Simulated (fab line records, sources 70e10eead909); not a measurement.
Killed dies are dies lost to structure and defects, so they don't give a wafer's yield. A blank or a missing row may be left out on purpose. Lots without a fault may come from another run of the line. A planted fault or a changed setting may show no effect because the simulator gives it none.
Chamber matching | flow nand_harc | NHARC_A_SLIT_DEP_25 on pecvd-01: 3 sister chambers
The step deposits SiO2, target thk 200 nm. 14 wafers are shown with their chamber, then 7 later ones without.

WAFERS WITH THEIR CHAMBER
wafer  | chamber | showerhead_vpp_V (V) | heater_power_w (W) | throttle_valve_pct (%)
L081.1 | 1       | 1847                 | 585                | 15.5
L081.4 | 0       | 1756                 | 479                | 16.0
L081.6 | 2       | 1865                 | 568                | 16.0
L082.1 | 1       | 1835                 | 730                | 15.4
L082.3 | 0       | 1737                 | 494                | 16.3
L082.4 | 2       | 1852                 | 604                | 16.5
L083.2 | 2       | 1859                 | 577                | 16.4
L083.5 | 1       | 1814                 | 718                | 15.4
L083.6 | 2       | 1888                 | 579                | 16.0
L087.2 | 1       | 1849                 | 603                | 15.2
L087.3 | 2       | 1831                 | 563                | 16.6
L087.6 | 2       | 1846                 | 582                | 16.5
L090.1 | 1       | 1807                 | 706                | 15.2
L090.3 | 1       | 1815                 | 716                | 15.4

SIGNATURES (means of the wafers above)
reading            | chamber 0 | chamber 1 | chamber 2 | scatter within a chamber
showerhead_vpp_V   | 1746.50   | 1827.83   | 1856.83   | 18.3
heater_power_w     | 486.50    | 676.33    | 578.83    | 44.6
throttle_valve_pct | 16.150    | 15.350    | 16.333    | 0.207
Rule: a wafer's distance from a chamber is the root of the sum, over the readings, of the square of ((its reading less the chamber's mean) divided by the reading's scatter). The wafer belongs to the nearest chamber; if the next one is less than 2 further off, it can't be placed. The scatter: the root of (the sum of the squares of (reading less its chamber's mean) over the shown wafers, divided by (wafers less chambers)).

WAFERS WITHOUT THEIR CHAMBER
wafer  | showerhead_vpp_V (V) | heater_power_w (W) | throttle_valve_pct (%)
L090.5 | 1829                 | 584                | 16.6
L095.1 | 1876                 | 556                | 16.8
L095.4 | 1846                 | 601                | 15.3
L095.6 | 1806                 | 616                | 15.5
L097.2 | 1830                 | 657                | 15.6
L097.4 | 1886                 | 565                | 16.9
L097.6 | 1859                 | 569                | 16.7

WHICH CHAMBER EACH WENT THROUGH
wafer  | from the rows above | in truth
L090.5 | 2                   | 2
L095.1 | 2                   | 2
L095.4 | 1                   | 1
L095.6 | 1                   | 1
L097.2 | 1                   | 1
L097.4 | 2                   | 2
L097.6 | 2                   | 2
Placed correctly: 7 of 7. Can't be placed from these rows: 0. Placed wrongly: 0.
